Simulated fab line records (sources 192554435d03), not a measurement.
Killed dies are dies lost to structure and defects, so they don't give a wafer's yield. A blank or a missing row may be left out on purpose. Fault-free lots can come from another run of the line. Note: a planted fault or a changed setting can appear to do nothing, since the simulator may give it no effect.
Matching of chambers	flow n5 finfet	3 sister chambers for N5_BEOL_M11_CURE_71 on uv cure-01
The step cures SiCOH lowk, time 240 s. 3 wafers are shown with their chamber, then 9 later ones without.

WAFERS WITH THEIR CHAMBER
wafer	chamber	wafer_temp_C_max
L082.4	1	386.1
L083.5	0	387.1
L085.6	2	387.7

WAFERS WITH NO CHAMBER GIVEN
wafer	wafer_temp_C_max
L088.1	388.2
L088.3	388.0
L088.5	387.3
L089.2	385.8
L089.4	386.0
L089.5	385.9
L092.1	386.5
L092.2	387.5
L092.3	387.1

THE CHAMBER EACH PASSED THROUGH
wafer	from the rows above	in truth
L088.1	2	2
L088.3	2	2
L088.5	can't be placed: 0 or 2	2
L089.2	1	1
L089.4	1	1
L089.5	1	1
L092.1	can't be placed: 1 or 0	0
L092.2	can't be placed: 2 or 0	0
L092.3	0	0
Correct placement for 6 of the 9. Not placeable from these rows: 3 (in 3, the candidates include the true chamber). Placed wrongly: 0.
How it was worked out, from the rows above alone: a wafer's distance from a chamber is the root of the sum, over the readings, of the square of ((its reading less the chamber's mean) divided by the reading's scatter). The wafer belongs to the nearest chamber; if the next one is less than 2 further off, it can't be placed. A chamber's mean is the mean of its shown wafers. The scatter (one wafer shown for each chamber): square how far every hidden wafer sits from the nearest shown wafer, average those squares and take the square root.
